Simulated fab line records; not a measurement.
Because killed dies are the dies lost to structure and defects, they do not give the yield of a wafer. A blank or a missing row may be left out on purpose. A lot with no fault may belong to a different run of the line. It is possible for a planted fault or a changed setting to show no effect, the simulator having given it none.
The tool behind it: which one? :: flow n5 finfet :: 24 lots, 72 wafers sampled, at 6 steps of a route of 1938

WHAT THE GAUGES SHOWED, per wafer
N5_BEOL_M3_INSPECT_59: inspects for defects (darkfield). Usual: raw defect count 72, standard deviation 25.
lot: L074
measured: day 7 10:33
on: defect inspect-02
raw defect count: 69 87 46
flag: 

lot: L075
measured: day 7 17:38
on: defect inspect-02
raw defect count: 31 33 43
flag: 

lot: L077
measured: day 8 09:01
on: defect inspect-02
raw defect count: 59 64 69
flag: 

lot: L076
measured: day 8 12:02
on: defect inspect-01
raw defect count: 140 101 132
flag: 

lot: L078
measured: day 9 03:36
on: defect inspect-02
raw defect count: 84 84 105
flag: 

lot: L079
measured: day 9 14:28
on: defect inspect-02
raw defect count: 89 52 87
flag: 

lot: L080
measured: day 9 19:35
on: defect inspect-01
raw defect count: 92 65 90
flag: 

lot: L081
measured: day 9 19:38
on: defect inspect-01
raw defect count: 96 85 73
flag: 

lot: L082
measured: day 9 21:34
on: defect inspect-02
raw defect count: 54 94 68
flag: 

lot: L085
measured: day 10 01:22
on: defect inspect-02
raw defect count: 52 55 34
flag: 

lot: L083
measured: day 10 03:14
on: defect inspect-01
raw defect count: 87 85 47
flag: 

lot: L084
measured: day 10 11:04
on: defect inspect-01
raw defect count: 64 60 93
flag: 

lot: L087
measured: day 10 13:49
on: defect inspect-02
raw defect count: 78 53 43
flag: 

lot: L086
measured: day 10 14:16
on: defect inspect-02
raw defect count: 68 85 88
flag: 

lot: L088
measured: day 11 04:22
on: defect inspect-01
raw defect count: 91 63 82
flag: 

lot: L089
measured: day 11 13:33
on: defect inspect-02
raw defect count: 104 67 84
flag: 

lot: L090
measured: day 12 02:51
on: defect inspect-01
raw defect count: 100 87 118
flag: 

lot: L092
measured: day 12 03:07
on: defect inspect-02
raw defect count: 58 44 47
flag: 

lot: L093
measured: day 12 07:19
on: defect inspect-01
raw defect count: 100 103 63
flag: 

lot: L091
measured: day 12 08:23
on: defect inspect-01
raw defect count: 45 50 54
flag: 

lot: L094
measured: day 12 18:22
on: defect inspect-02
raw defect count: 91 96 80
flag: 

lot: L095
measured: day 13 00:10
on: defect inspect-01
raw defect count: 38 52 37
flag: 

lot: L097
measured: day 13 04:45
on: defect inspect-02
raw defect count: 62 134 63
flag: 

lot: L096
measured: day 13 15:02
on: defect inspect-02
raw defect count: 78 40 69
flag: 

WHICH TOOL RAN EACH LOT (tool, then ch and the chambers of the sampled wafers, then the start)
lot: L074
N5_BEOL_M3_ALD_84: ald metal-01 ch 1,2,3, day 7 05:35
N5_BEOL_M3_ANNEAL_80: pvd sputter-03, day 7 08:01
N5_BEOL_M3_ANNEAL_87: pvd sputter-03, day 7 08:27
N5_BEOL_M3_ANNEAL_51: rtp anneal-02 ch 0, day 7 09:48
N5_BEOL_M3_CO_CAP_55: cvd co-01 ch 0,1,2, day 7 10:22

lot: L075
N5_BEOL_M3_ALD_84: ald metal-01 ch 2,3, day 7 14:05
N5_BEOL_M3_ANNEAL_80: pvd sputter-03, day 7 15:05
N5_BEOL_M3_ANNEAL_87: pvd sputter-03, day 7 15:31
N5_BEOL_M3_ANNEAL_51: rtp anneal-02 ch 0, day 7 16:47
N5_BEOL_M3_CO_CAP_55: cvd co-01 ch 0,1,2, day 7 17:24

lot: L077
N5_BEOL_M3_ALD_84: ald metal-03 ch 0,3, day 8 05:43
N5_BEOL_M3_ANNEAL_80: pvd sputter-01, day 8 06:28
N5_BEOL_M3_ANNEAL_87: pvd sputter-01, day 8 06:55
N5_BEOL_M3_ANNEAL_51: rtp anneal-02 ch 0, day 8 08:07
N5_BEOL_M3_CO_CAP_55: cvd co-02 ch 0,1, day 8 08:48

lot: L076
N5_BEOL_M3_ALD_84: ald metal-02 ch 1,2, day 8 08:34
N5_BEOL_M3_ANNEAL_80: pvd sputter-02, day 8 09:30
N5_BEOL_M3_ANNEAL_87: pvd sputter-02, day 8 09:56
N5_BEOL_M3_ANNEAL_51: rtp anneal-02 ch 0, day 8 11:12
N5_BEOL_M3_CO_CAP_55: cvd co-01 ch 0,1,2, day 8 11:49

lot: L078
N5_BEOL_M3_ALD_84: ald metal-03 ch 1,2,3, day 9 00:12
N5_BEOL_M3_ANNEAL_80: pvd sputter-02, day 9 00:59
N5_BEOL_M3_ANNEAL_87: pvd sputter-02, day 9 01:26
N5_BEOL_M3_ANNEAL_51: rtp anneal-02 ch 0, day 9 02:41
N5_BEOL_M3_CO_CAP_55: cvd co-01 ch 0,1, day 9 03:24

lot: L079
N5_BEOL_M3_ALD_84: ald metal-03 ch 2,3, day 9 11:10
N5_BEOL_M3_ANNEAL_80: pvd sputter-02, day 9 11:56
N5_BEOL_M3_ANNEAL_87: pvd sputter-02, day 9 12:22
N5_BEOL_M3_ANNEAL_51: rtp anneal-02 ch 0, day 9 13:41
N5_BEOL_M3_CO_CAP_55: cvd co-01 ch 1,2, day 9 14:15

lot: L080
N5_BEOL_M3_ALD_84: ald metal-02 ch 0,1,2, day 9 14:23
N5_BEOL_M3_ANNEAL_80: pvd sputter-01, day 9 16:51
N5_BEOL_M3_ANNEAL_87: pvd sputter-01, day 9 17:17
N5_BEOL_M3_ANNEAL_51: rtp anneal-01 ch 0, day 9 18:33
N5_BEOL_M3_CO_CAP_55: cvd co-01 ch 0,1, day 9 19:22

lot: L081
N5_BEOL_M3_ALD_84: ald metal-01 ch 1,2, day 9 14:36
N5_BEOL_M3_ANNEAL_80: pvd sputter-03, day 9 17:05
N5_BEOL_M3_ANNEAL_87: pvd sputter-03, day 9 17:31
N5_BEOL_M3_ANNEAL_51: rtp anneal-02 ch 0, day 9 18:47
N5_BEOL_M3_CO_CAP_55: cvd co-02 ch 0,2, day 9 19:24

lot: L082
N5_BEOL_M3_ALD_84: ald metal-01 ch 0,1,2, day 9 18:16
N5_BEOL_M3_ANNEAL_80: pvd sputter-03, day 9 19:02
N5_BEOL_M3_ANNEAL_87: pvd sputter-03, day 9 19:29
N5_BEOL_M3_ANNEAL_51: rtp anneal-02 ch 0, day 9 20:41
N5_BEOL_M3_CO_CAP_55: cvd co-01 ch 0,2, day 9 21:22

lot: L085
N5_BEOL_M3_ALD_84: ald metal-01 ch 1,2, day 9 21:50
N5_BEOL_M3_ANNEAL_80: pvd sputter-01, day 9 22:50
N5_BEOL_M3_ANNEAL_87: pvd sputter-01, day 9 23:16
N5_BEOL_M3_ANNEAL_51: rtp anneal-02 ch 0, day 10 00:29
N5_BEOL_M3_CO_CAP_55: cvd co-01 ch 0,1,2, day 10 01:10

lot: L083
N5_BEOL_M3_ALD_84: ald metal-03 ch 0,2,3, day 9 22:15
N5_BEOL_M3_ANNEAL_80: pvd sputter-01, day 10 00:40
N5_BEOL_M3_ANNEAL_87: pvd sputter-01, day 10 01:07
N5_BEOL_M3_ANNEAL_51: rtp anneal-01 ch 0, day 10 02:22
N5_BEOL_M3_CO_CAP_55: cvd co-01 ch 0,1, day 10 03:01

lot: L084
N5_BEOL_M3_ALD_84: ald metal-01 ch 0,1, day 10 07:29
N5_BEOL_M3_ANNEAL_80: pvd sputter-01, day 10 08:31
N5_BEOL_M3_ANNEAL_87: pvd sputter-01, day 10 08:58
N5_BEOL_M3_ANNEAL_51: rtp anneal-02 ch 0, day 10 10:13
N5_BEOL_M3_CO_CAP_55: cvd co-01 ch 0,2, day 10 10:52

lot: L087
N5_BEOL_M3_ALD_84: ald metal-03 ch 0,1,3, day 10 10:05
N5_BEOL_M3_ANNEAL_80: pvd sputter-02, day 10 11:14
N5_BEOL_M3_ANNEAL_87: pvd sputter-02, day 10 11:40
N5_BEOL_M3_ANNEAL_51: rtp anneal-02 ch 0, day 10 12:58
N5_BEOL_M3_CO_CAP_55: cvd co-01 ch 0,1,2, day 10 13:36

lot: L086
N5_BEOL_M3_ALD_84: ald metal-01 ch 0,2, day 10 10:22
N5_BEOL_M3_ANNEAL_80: pvd sputter-03, day 10 11:42
N5_BEOL_M3_ANNEAL_87: pvd sputter-03, day 10 12:08
N5_BEOL_M3_ANNEAL_51: rtp anneal-02 ch 0, day 10 13:27
N5_BEOL_M3_CO_CAP_55: cvd co-02 ch 1,2, day 10 14:01

lot: L088
N5_BEOL_M3_ALD_84: ald metal-02 ch 0,1,3, day 11 00:52
N5_BEOL_M3_ANNEAL_80: pvd sputter-01, day 11 01:50
N5_BEOL_M3_ANNEAL_87: pvd sputter-01, day 11 02:16
N5_BEOL_M3_ANNEAL_51: rtp anneal-02 ch 0, day 11 03:32
N5_BEOL_M3_CO_CAP_55: cvd co-01 ch 0,1,2, day 11 04:10

lot: L089
N5_BEOL_M3_ALD_84: ald metal-01 ch 0,1,3, day 11 09:47
N5_BEOL_M3_ANNEAL_80: pvd sputter-03, day 11 10:46
N5_BEOL_M3_ANNEAL_87: pvd sputter-03, day 11 11:12
N5_BEOL_M3_ANNEAL_51: rtp anneal-01 ch 0, day 11 12:28
N5_BEOL_M3_CO_CAP_55: cvd co-02 ch 0,2, day 11 13:05

lot: L090
N5_BEOL_M3_ALD_84: ald metal-01 ch 1,2, day 11 23:23
N5_BEOL_M3_ANNEAL_80: pvd sputter-01, day 12 00:19
N5_BEOL_M3_ANNEAL_87: pvd sputter-01, day 12 00:46
N5_BEOL_M3_ANNEAL_51: rtp anneal-02 ch 0, day 12 02:04
N5_BEOL_M3_CO_CAP_55: cvd co-02 ch 0,1,2, day 12 02:38

lot: L092
N5_BEOL_M3_ALD_84: ald metal-02 ch 0,2,3, day 11 23:30
N5_BEOL_M3_ANNEAL_80: pvd sputter-03, day 12 00:26
N5_BEOL_M3_ANNEAL_87: pvd sputter-03, day 12 00:53
N5_BEOL_M3_ANNEAL_51: rtp anneal-02 ch 0, day 12 02:14
N5_BEOL_M3_CO_CAP_55: cvd co-02 ch 0,1,2, day 12 02:55

lot: L093
N5_BEOL_M3_ALD_84: ald metal-01 ch 0,2,3, day 12 03:36
N5_BEOL_M3_ANNEAL_80: pvd sputter-01, day 12 04:47
N5_BEOL_M3_ANNEAL_87: pvd sputter-01, day 12 05:13
N5_BEOL_M3_ANNEAL_51: rtp anneal-02 ch 0, day 12 06:29
N5_BEOL_M3_CO_CAP_55: cvd co-01 ch 0,1, day 12 07:06

lot: L091
N5_BEOL_M3_ALD_84: ald metal-03 ch 1,2,3, day 12 04:13
N5_BEOL_M3_ANNEAL_80: pvd sputter-02, day 12 05:25
N5_BEOL_M3_ANNEAL_87: pvd sputter-02, day 12 05:51
N5_BEOL_M3_ANNEAL_51: rtp anneal-01 ch 0, day 12 07:30
N5_BEOL_M3_CO_CAP_55: cvd co-01 ch 0,1,2, day 12 08:11

lot: L094
N5_BEOL_M3_ALD_84: ald metal-02 ch 0,3, day 12 14:50
N5_BEOL_M3_ANNEAL_80: pvd sputter-02, day 12 15:42
N5_BEOL_M3_ANNEAL_87: pvd sputter-02, day 12 16:08
N5_BEOL_M3_ANNEAL_51: rtp anneal-01 ch 0, day 12 17:28
N5_BEOL_M3_CO_CAP_55: cvd co-02 ch 0,1, day 12 18:09

lot: L095
N5_BEOL_M3_ALD_84: ald metal-01 ch 0,2,3, day 12 20:45
N5_BEOL_M3_ANNEAL_80: pvd sputter-01, day 12 21:38
N5_BEOL_M3_ANNEAL_87: pvd sputter-01, day 12 22:04
N5_BEOL_M3_ANNEAL_51: rtp anneal-01 ch 0, day 12 23:20
N5_BEOL_M3_CO_CAP_55: cvd co-01 ch 0,1,2, day 12 23:57

lot: L097
N5_BEOL_M3_ALD_84: ald metal-01 ch 2,3, day 13 01:15
N5_BEOL_M3_ANNEAL_80: pvd sputter-03, day 13 02:13
N5_BEOL_M3_ANNEAL_87: pvd sputter-03, day 13 02:40
N5_BEOL_M3_ANNEAL_51: rtp anneal-01 ch 0, day 13 03:55
N5_BEOL_M3_CO_CAP_55: cvd co-01 ch 0,1, day 13 04:32

lot: L096
N5_BEOL_M3_ALD_84: ald metal-01 ch 0,1,2, day 13 11:37
N5_BEOL_M3_ANNEAL_80: pvd sputter-01, day 13 12:30
N5_BEOL_M3_ANNEAL_87: pvd sputter-01, day 13 12:56
N5_BEOL_M3_ANNEAL_51: rtp anneal-01 ch 0, day 13 14:09
N5_BEOL_M3_CO_CAP_55: cvd co-02 ch 0,2, day 13 14:49
- N5_BEOL_M3_ALD_84: deposits TaN, pulse time 2 s, purge time 3 s, co reactant purge time 2 s.
- N5_BEOL_M3_ANNEAL_80: time 240 s.
- N5_BEOL_M3_ANNEAL_87: time 240 s.
- N5_BEOL_M3_ANNEAL_51: time 90 s.
- N5_BEOL_M3_CO_CAP_55: material Co, precursor CCTBA/H2, target thk 2 nm, time 102.1 s.

AS READ BY THE TOOLS THEMSELVES (means over the sampled wafers that have a number; for cases with no such wafer, the mark the record gives instead)
N5_BEOL_M3_ALD_84. Usual: chamber pressure Torr 3.000 Torr, standard deviation 0.0071; heater power w 444 W, standard deviation 52; mfc carrier sccm 1500 sccm, standard deviation 4.2; precursor vessel pressure torr 26.25 Torr, standard deviation 0.048.
lot: L074
tool: ald metal-01
chamber pressure Torr (Torr): 3.000
heater power w (W): 440
mfc carrier sccm (sccm): 1501
precursor vessel pressure torr (Torr): 26.29
flag: 

lot: L075
tool: ald metal-01
chamber pressure Torr (Torr): 3.001
heater power w (W): 411
mfc carrier sccm (sccm): 1498
precursor vessel pressure torr (Torr): 26.31
flag: 

lot: L077
tool: ald metal-03
chamber pressure Torr (Torr): 3.006
heater power w (W): 434
mfc carrier sccm (sccm): 1498
precursor vessel pressure torr (Torr): 26.27
flag: 

lot: L076
tool: ald metal-02
chamber pressure Torr (Torr): 3.000
heater power w (W): 443
mfc carrier sccm (sccm): 1502
precursor vessel pressure torr (Torr): 26.24
flag: 

lot: L078
tool: ald metal-03
chamber pressure Torr (Torr): 3.001
heater power w (W): 448
mfc carrier sccm (sccm): 1496
precursor vessel pressure torr (Torr): 26.26
flag: 

lot: L079
tool: ald metal-03
chamber pressure Torr (Torr): 2.995
heater power w (W): 413
mfc carrier sccm (sccm): 1502
precursor vessel pressure torr (Torr): 26.22
flag: 

lot: L080
tool: ald metal-02
chamber pressure Torr (Torr): 2.999
heater power w (W): 418
mfc carrier sccm (sccm): 1498
precursor vessel pressure torr (Torr): 26.28
flag: 

lot: L081
tool: ald metal-01
chamber pressure Torr (Torr): 3.009
heater power w (W): 450
mfc carrier sccm (sccm): 1498
precursor vessel pressure torr (Torr): 26.25
flag: 

lot: L082
tool: ald metal-01
chamber pressure Torr (Torr): 2.998
heater power w (W): 486
mfc carrier sccm (sccm): 1501
precursor vessel pressure torr (Torr): 26.27
flag: 

lot: L085
tool: ald metal-01
chamber pressure Torr (Torr): 3.006
heater power w (W): 449
mfc carrier sccm (sccm): 1499
precursor vessel pressure torr (Torr): 26.28
flag: 

lot: L083
tool: ald metal-03
chamber pressure Torr (Torr): 2.999
heater power w (W): 402
mfc carrier sccm (sccm): 1502
precursor vessel pressure torr (Torr): 26.26
flag: 

lot: L084
tool: ald metal-01
chamber pressure Torr (Torr): 2.998
heater power w (W): 517
mfc carrier sccm (sccm): 1500
precursor vessel pressure torr (Torr): 26.24
flag: 

lot: L087
tool: ald metal-03
chamber pressure Torr (Torr): 2.996
heater power w (W): 443
mfc carrier sccm (sccm): 1502
precursor vessel pressure torr (Torr): 26.30
flag: 

lot: L086
tool: ald metal-01
chamber pressure Torr (Torr): 2.994
heater power w (W): 487
mfc carrier sccm (sccm): 1498
precursor vessel pressure torr (Torr): 26.23
flag: 

lot: L088
tool: ald metal-02
chamber pressure Torr (Torr): 3.003
heater power w (W): 426
mfc carrier sccm (sccm): 1494
precursor vessel pressure torr (Torr): 26.21
flag: 

lot: L089
tool: ald metal-01
chamber pressure Torr (Torr): 3.000
heater power w (W): 476
mfc carrier sccm (sccm): 1502
precursor vessel pressure torr (Torr): 26.29
flag: 

lot: L090
tool: ald metal-01
chamber pressure Torr (Torr): 3.004
heater power w (W): 483
mfc carrier sccm (sccm): 1501
precursor vessel pressure torr (Torr): 26.23
flag: 

lot: L092
tool: ald metal-02
chamber pressure Torr (Torr): 2.996
heater power w (W): 406
mfc carrier sccm (sccm): 1502
precursor vessel pressure torr (Torr): 26.24
flag: 

lot: L093
tool: ald metal-01
chamber pressure Torr (Torr): 3.000
heater power w (W): 441
mfc carrier sccm (sccm): 1502
precursor vessel pressure torr (Torr): 26.26
flag: 

lot: L091
tool: ald metal-03
chamber pressure Torr (Torr): 2.999
heater power w (W): 446
mfc carrier sccm (sccm): 1501
precursor vessel pressure torr (Torr): 26.27
flag: 

lot: L094
tool: ald metal-02
chamber pressure Torr (Torr): 2.997
heater power w (W): 410
mfc carrier sccm (sccm): 1496
precursor vessel pressure torr (Torr): 26.25
flag: 

lot: L095
tool: ald metal-01
chamber pressure Torr (Torr): 2.988
heater power w (W): 442
mfc carrier sccm (sccm): 1501
precursor vessel pressure torr (Torr): 26.23
flag: 

lot: L097
tool: ald metal-01
chamber pressure Torr (Torr): 2.998
heater power w (W): 403
mfc carrier sccm (sccm): 1504
precursor vessel pressure torr (Torr): 26.23
flag: 

lot: L096
tool: ald metal-01
chamber pressure Torr (Torr): 3.000
heater power w (W): 484
mfc carrier sccm (sccm): 1504
precursor vessel pressure torr (Torr): 26.26
flag: 

N5_BEOL_M3_ANNEAL_80. Usual: heater power w 861 W, standard deviation 92.
lot: L074
tool: pvd sputter-03
heater power w (W): 822
flag: 

lot: L075
tool: pvd sputter-03
heater power w (W): 850
flag: 

lot: L077
tool: pvd sputter-01
heater power w (W): 813
flag: 

lot: L076
tool: pvd sputter-02
heater power w (W): 826
flag: 

lot: L078
tool: pvd sputter-02
heater power w (W): 1018
flag: 

lot: L079
tool: pvd sputter-02
heater power w (W): 721
flag: 

lot: L080
tool: pvd sputter-01
heater power w (W): 892
flag: 

lot: L081
tool: pvd sputter-03
heater power w (W): 816
flag: 

lot: L082
tool: pvd sputter-03
heater power w (W): 856
flag: 

lot: L085
tool: pvd sputter-01
heater power w (W): 900
flag: 

lot: L083
tool: pvd sputter-01
heater power w (W): 843
flag: 

lot: L084
tool: pvd sputter-01
heater power w (W): 853
flag: 

lot: L087
tool: pvd sputter-02
heater power w (W): 957
flag: 

lot: L086
tool: pvd sputter-03
heater power w (W): 766
flag: 

lot: L088
tool: pvd sputter-01
heater power w (W): 894
flag: 

lot: L089
tool: pvd sputter-03
heater power w (W): 805
flag: 

lot: L090
tool: pvd sputter-01
heater power w (W): 851
flag: 

lot: L092
tool: pvd sputter-03
heater power w (W): 807
flag: 

lot: L093
tool: pvd sputter-01
heater power w (W): 892
flag: 

lot: L091
tool: pvd sputter-02
heater power w (W): 854
flag: 

lot: L094
tool: pvd sputter-02
heater power w (W): 924
flag: 

lot: L095
tool: pvd sputter-01
heater power w (W): 889
flag: 

lot: L097
tool: pvd sputter-03
heater power w (W): 764
flag: 

lot: L096
tool: pvd sputter-01
heater power w (W): 872
flag: 

N5_BEOL_M3_ANNEAL_87. Usual: heater power w 859 W, standard deviation 91.
lot: L074
tool: pvd sputter-03
heater power w (W): 837
flag: 

lot: L075
tool: pvd sputter-03
heater power w (W): 839
flag: 

lot: L077
tool: pvd sputter-01
heater power w (W): 813
flag: 

lot: L076
tool: pvd sputter-02
heater power w (W): 822
flag: 

lot: L078
tool: pvd sputter-02
heater power w (W): 1027
flag: 

lot: L079
tool: pvd sputter-02
heater power w (W): 740
flag: 

lot: L080
tool: pvd sputter-01
heater power w (W): 881
flag: 

lot: L081
tool: pvd sputter-03
heater power w (W): 820
flag: 

lot: L082
tool: pvd sputter-03
heater power w (W): 859
flag: 

lot: L085
tool: pvd sputter-01
heater power w (W): 900
flag: 

lot: L083
tool: pvd sputter-01
heater power w (W): 842
flag: 

lot: L084
tool: pvd sputter-01
heater power w (W): 875
flag: 

lot: L087
tool: pvd sputter-02
heater power w (W): 963
flag: 

lot: L086
tool: pvd sputter-03
heater power w (W): 768
flag: 

lot: L088
tool: pvd sputter-01
heater power w (W): 893
flag: 

lot: L089
tool: pvd sputter-03
heater power w (W): 805
flag: 

lot: L090
tool: pvd sputter-01
heater power w (W): 868
flag: 

lot: L092
tool: pvd sputter-03
heater power w (W): 805
flag: 

lot: L093
tool: pvd sputter-01
heater power w (W): 888
flag: 

lot: L091
tool: pvd sputter-02
heater power w (W): 853
flag: 

lot: L094
tool: pvd sputter-02
heater power w (W): 916
flag: 

lot: L095
tool: pvd sputter-01
heater power w (W): 884
flag: 

lot: L097
tool: pvd sputter-03
heater power w (W): 745
flag: 

lot: L096
tool: pvd sputter-01
heater power w (W): 854
flag: 

N5_BEOL_M3_ANNEAL_51. Usual: wafer_temp_C_max 225.83, standard deviation 0.22.
lot: L074
tool: rtp anneal-02
wafer_temp_C_max: 225.64
flag: 

lot: L075
tool: rtp anneal-02
wafer_temp_C_max: 225.66
flag: 

lot: L077
tool: rtp anneal-02
wafer_temp_C_max: 225.80
flag: 

lot: L076
tool: rtp anneal-02
wafer_temp_C_max: 225.71
flag: 

lot: L078
tool: rtp anneal-02
wafer_temp_C_max: 226.01
flag: 

lot: L079
tool: rtp anneal-02
wafer_temp_C_max: 225.93
flag: 

lot: L080
tool: rtp anneal-01
wafer_temp_C_max: 225.94
flag: 

lot: L081
tool: rtp anneal-02
wafer_temp_C_max: 225.98
flag: 

lot: L082
tool: rtp anneal-02
wafer_temp_C_max: 226.28
flag: 

lot: L085
tool: rtp anneal-02
wafer_temp_C_max: 225.59
flag: 

lot: L083
tool: rtp anneal-01
wafer_temp_C_max: 226.18
flag: 

lot: L084
tool: rtp anneal-02
wafer_temp_C_max: 226.05
flag: 

lot: L087
tool: rtp anneal-02
wafer_temp_C_max: 225.73
flag: 

lot: L086
tool: rtp anneal-02
wafer_temp_C_max: 225.90
flag: 

lot: L088
tool: rtp anneal-02
wafer_temp_C_max: 225.81
flag: 

lot: L089
tool: rtp anneal-01
wafer_temp_C_max: 225.75
flag: 

lot: L090
tool: rtp anneal-02
wafer_temp_C_max: 225.98
flag: 

lot: L092
tool: rtp anneal-02
wafer_temp_C_max: 225.84
flag: 

lot: L093
tool: rtp anneal-02
wafer_temp_C_max: 226.11
flag: 

lot: L091
tool: rtp anneal-01
wafer_temp_C_max: 225.56
flag: 

lot: L094
tool: rtp anneal-01
wafer_temp_C_max: 225.90
flag: 

lot: L095
tool: rtp anneal-01
wafer_temp_C_max: 225.90
flag: 

lot: L097
tool: rtp anneal-01
wafer_temp_C_max: 225.96
flag: 

lot: L096
tool: rtp anneal-01
wafer_temp_C_max: 225.97
flag: 

N5_BEOL_M3_CO_CAP_55. Usual: chamber pressure Torr 30.00 Torr, standard deviation 0.066; heater power w 232 W, standard deviation 19.
lot: L074
tool: cvd co-01
chamber pressure Torr (Torr): 30.02
heater power w (W): 227
flag: 

lot: L075
tool: cvd co-01
chamber pressure Torr (Torr): 30.02
heater power w (W): 223
flag: 

lot: L077
tool: cvd co-02
chamber pressure Torr (Torr): 30.08
heater power w (W): 265
flag: 

lot: L076
tool: cvd co-01
chamber pressure Torr (Torr): 29.95
heater power w (W): 226
flag: 

lot: L078
tool: cvd co-01
chamber pressure Torr (Torr): 30.03
heater power w (W): 227
flag: 

lot: L079
tool: cvd co-01
chamber pressure Torr (Torr): 30.03
heater power w (W): 222
flag: 

lot: L080
tool: cvd co-01
chamber pressure Torr (Torr): 30.02
heater power w (W): 229
flag: 

lot: L081
tool: cvd co-02
chamber pressure Torr (Torr): 30.01
heater power w (W): 234
flag: 

lot: L082
tool: cvd co-01
chamber pressure Torr (Torr): 29.97
heater power w (W): 218
flag: 

lot: L085
tool: cvd co-01
chamber pressure Torr (Torr): 29.95
heater power w (W): 223
flag: 

lot: L083
tool: cvd co-01
chamber pressure Torr (Torr): 30.04
heater power w (W): 226
flag: 

lot: L084
tool: cvd co-01
chamber pressure Torr (Torr): 29.99
heater power w (W): 218
flag: 

lot: L087
tool: cvd co-01
chamber pressure Torr (Torr): 30.02
heater power w (W): 226
flag: 

lot: L086
tool: cvd co-02
chamber pressure Torr (Torr): 29.97
heater power w (W): 226
flag: 

lot: L088
tool: cvd co-01
chamber pressure Torr (Torr): 30.03
heater power w (W): 225
flag: 

lot: L089
tool: cvd co-02
chamber pressure Torr (Torr): 29.99
heater power w (W): 231
flag: 

lot: L090
tool: cvd co-02
chamber pressure Torr (Torr): 29.99
heater power w (W): 254
flag: 

lot: L092
tool: cvd co-02
chamber pressure Torr (Torr): 30.03
heater power w (W): 244
flag: 

lot: L093
tool: cvd co-01
chamber pressure Torr (Torr): 30.02
heater power w (W): 231
flag: 

lot: L091
tool: cvd co-01
chamber pressure Torr (Torr): 30.01
heater power w (W): 225
flag: 

lot: L094
tool: cvd co-02
chamber pressure Torr (Torr): 30.04
heater power w (W): 261
flag: 

lot: L095
tool: cvd co-01
chamber pressure Torr (Torr): 30.04
heater power w (W): 226
flag: 

lot: L097
tool: cvd co-01
chamber pressure Torr (Torr): 29.91
heater power w (W): 226
flag: 

lot: L096
tool: cvd co-02
chamber pressure Torr (Torr): 29.91
heater power w (W): 230
flag: 

THE ANSWER, worked out from the rows above alone
Rule: a lot is off if the mean of its wafers that have a number lies more than 3 standard deviations from the usual mean. A lot without any number at a reading at which 4 lots or more have one is off too. Where the step has rows for the other lots, those lots are counted as sound. The gauges are gone through in route order, then the tools' own readings, and for those a lot's mean is taken as printed above. The first step at which some lot is off is used, and at that step the reading that is off furthest; a lot without a number counts as furthest.
No lot is off at any reading shown: from this, nothing can be told.

WHAT THE SIMULATOR HAD INSERTED
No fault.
